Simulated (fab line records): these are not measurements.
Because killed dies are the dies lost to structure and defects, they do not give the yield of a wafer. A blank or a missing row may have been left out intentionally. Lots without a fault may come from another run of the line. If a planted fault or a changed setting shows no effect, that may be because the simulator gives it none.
Matching of chambers || flow n5Finfet || pecvd-02 running N5_FIN_SAQP_HM_DEP_72: 3 sister chambers
The step deposits SiO2 from SiH4/N2O, target thk 12 nm, time 7.2 s. 3 wafers are shown with their chamber, then 12 later ones without.

== WAFERS PAIRED WITH THEIR CHAMBERS ==
{"wafer": "L091.4", "chamber": 1, "showerheadPlenumPTorr (Torr)": 7.93}
{"wafer": "L091.5", "chamber": 0, "showerheadPlenumPTorr (Torr)": 8.00}
{"wafer": "L091.6", "chamber": 2, "showerheadPlenumPTorr (Torr)": 7.96}

== WAFERS MISSING THEIR CHAMBER ==
{"wafer": "L092.1", "showerheadPlenumPTorr (Torr)": 8.00}
{"wafer": "L092.4", "showerheadPlenumPTorr (Torr)": 7.95}
{"wafer": "L092.6", "showerheadPlenumPTorr (Torr)": 7.94}
{"wafer": "L093.1", "showerheadPlenumPTorr (Torr)": 8.03}
{"wafer": "L093.4", "showerheadPlenumPTorr (Torr)": 7.95}
{"wafer": "L093.5", "showerheadPlenumPTorr (Torr)": 8.01}
{"wafer": "L096.2", "showerheadPlenumPTorr (Torr)": 8.01}
{"wafer": "L096.3", "showerheadPlenumPTorr (Torr)": 7.97}
{"wafer": "L096.6", "showerheadPlenumPTorr (Torr)": 7.92}
{"wafer": "L097.1", "showerheadPlenumPTorr (Torr)": 8.03}
{"wafer": "L097.4", "showerheadPlenumPTorr (Torr)": 8.00}
{"wafer": "L097.5", "showerheadPlenumPTorr (Torr)": 7.94}

== WHICH CHAMBER EACH ONE RAN IN ==
{"wafer": "L092.1", "from the rows above": 0, "in truth": 0}
{"wafer": "L092.4", "from the rows above": "can't be placed: 2 or 1", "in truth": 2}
{"wafer": "L092.6", "from the rows above": "can't be placed: 1 or 2", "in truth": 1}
{"wafer": "L093.1", "from the rows above": 0, "in truth": 0}
{"wafer": "L093.4", "from the rows above": "can't be placed: 2 or 1", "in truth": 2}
{"wafer": "L093.5", "from the rows above": 0, "in truth": 0}
{"wafer": "L096.2", "from the rows above": 0, "in truth": 0}
{"wafer": "L096.3", "from the rows above": "can't be placed: 2 or 0", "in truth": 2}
{"wafer": "L096.6", "from the rows above": 1, "in truth": 1}
{"wafer": "L097.1", "from the rows above": 0, "in truth": 0}
{"wafer": "L097.4", "from the rows above": 0, "in truth": 0}
{"wafer": "L097.5", "from the rows above": "can't be placed: 1 or 2", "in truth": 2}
7 of 12 placed correctly. Not placeable from these rows: 5 (in 5, the candidates include the true chamber). 0 placed wrongly.
How it was worked out, from the rows above alone: a wafer's distance from a chamber is the root of the sum, over the readings, of the square of ((its reading less the chamber's mean) divided by the reading's scatter). The wafer belongs to the nearest chamber; if the next one is less than 2 further off, it can't be placed. Each chamber's mean is taken over the wafers shown for it. The scatter: root of mean squared gap, hidden wafer to nearest shown wafer, with one shown wafer a chamber.
